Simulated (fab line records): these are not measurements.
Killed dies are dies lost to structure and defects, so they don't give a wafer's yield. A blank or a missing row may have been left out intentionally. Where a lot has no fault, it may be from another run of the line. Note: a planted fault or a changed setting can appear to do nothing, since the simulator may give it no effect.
Chamber matching | flow n5Finfet | N5_FIN_SAQP_MANDREL2_REMOVE_60 on rieSi-01 has 4 sister chambers
The step chemistry HBr/Cl2/O2, target a-Si, stops on SiNx, bt time 10 s. 4 wafers are shown with their chamber, then 8 later ones without.

WAFERS, EACH WITH ITS CHAMBER
wafer  | chamber | throttleValvePct (%)
L081.6 | 2       | 36.66
L084.4 | 0       | 36.66
L084.6 | 3       | 37.42
L085.2 | 1       | 37.20

WAFERS WHOSE CHAMBER IS MISSING
wafer  | throttleValvePct (%)
L085.4 | 36.68
L085.5 | 37.41
L089.1 | 37.42
L089.5 | 37.20
L089.6 | 36.66
L097.1 | 36.65
L097.3 | 37.19
L097.5 | 37.20

THE CHAMBER EACH PASSED THROUGH
wafer  | from the rows above     | in truth
L085.4 | can't be placed: 0 or 2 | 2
L085.5 | 3                       | 3
L089.1 | 3                       | 3
L089.5 | 1                       | 1
L089.6 | can't be placed: 0 or 2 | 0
L097.1 | can't be placed: 0 or 2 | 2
L097.3 | 1                       | 1
L097.5 | 1                       | 1
5 of 8 placed correctly. From these rows, 3 cannot be placed; in 3 the true chamber is one of the candidates. Placed wrongly: 0.
How it was worked out, from the rows above alone: a wafer's distance from a chamber is the root of the sum, over the readings, of the square of ((its reading less the chamber's mean) divided by the reading's scatter). If the next closest chamber is less than 2 further off than the closest, the wafer can't be placed; otherwise it belongs to the closest. A chamber's mean is the mean of its shown wafers. The scatter: root of mean squared gap, hidden wafer to nearest shown wafer, with one shown wafer a chamber.
